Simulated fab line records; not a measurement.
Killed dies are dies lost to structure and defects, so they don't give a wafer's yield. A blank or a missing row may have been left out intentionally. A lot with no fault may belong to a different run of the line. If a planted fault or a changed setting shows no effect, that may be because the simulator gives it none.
Matching of chambers | flow n5Finfet | N5_FIN_CUT_STRIP_24 on rieDiel-01 has 4 sister chambers
The step strips in CF4. 8 wafers are shown with their chamber, then 7 later ones without.

== WAFERS, EACH WITH ITS CHAMBER ==
wafer  | chamber | throttleValvePct (%) | showerheadPlenumPTorr (Torr)
L283.4 | 3       | 13.90                | 1.84
L284.4 | 1       | 13.97                | 1.85
L289.3 | 1       | 13.99                | 1.84
L290.1 | 0       | 13.86                | 1.80
L290.3 | 2       | 13.60                | 1.85
L290.6 | 2       | 13.62                | 1.85
L291.1 | 0       | 13.89                | 1.80
L291.2 | 3       | 13.93                | 1.83

== WAFERS WHOSE CHAMBER IS MISSING ==
wafer  | throttleValvePct (%) | showerheadPlenumPTorr (Torr)
L291.5 | 13.98                | 1.84
L302.3 | 14.04                | 1.84
L302.5 | 13.65                | 1.84
L302.6 | 14.03                | 1.84
L304.2 | 13.98                | 1.83
L304.4 | 13.94                | 1.79
L304.5 | 14.00                | 1.83

== WHICH CHAMBER EACH ONE RAN IN ==
wafer  | from the rows above     | in truth
L291.5 | 1                       | 1
L302.3 | 1                       | 1
L302.5 | 2                       | 2
L302.6 | 1                       | 1
L304.2 | can't be placed: 1 or 3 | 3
L304.4 | 0                       | 0
L304.5 | can't be placed: 1 or 3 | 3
Placed correctly: 5 of 7. Cannot be placed on the basis of these rows: 2; the candidates contain the true chamber in 2. Placed wrongly: 0.
How it was worked out, from the rows above alone: a wafer's distance from a chamber is the root of the sum, over the readings, of the square of ((its reading less the chamber's mean) divided by the reading's scatter). If the next closest chamber is less than 2 further off than the closest, the wafer can't be placed; otherwise it belongs to the closest. Each chamber's mean is taken over the wafers shown for it. The scatter is the square root of a quotient: the sum, over the shown wafers, of each reading's squared deviation from its chamber's mean, divided by wafers minus chambers.
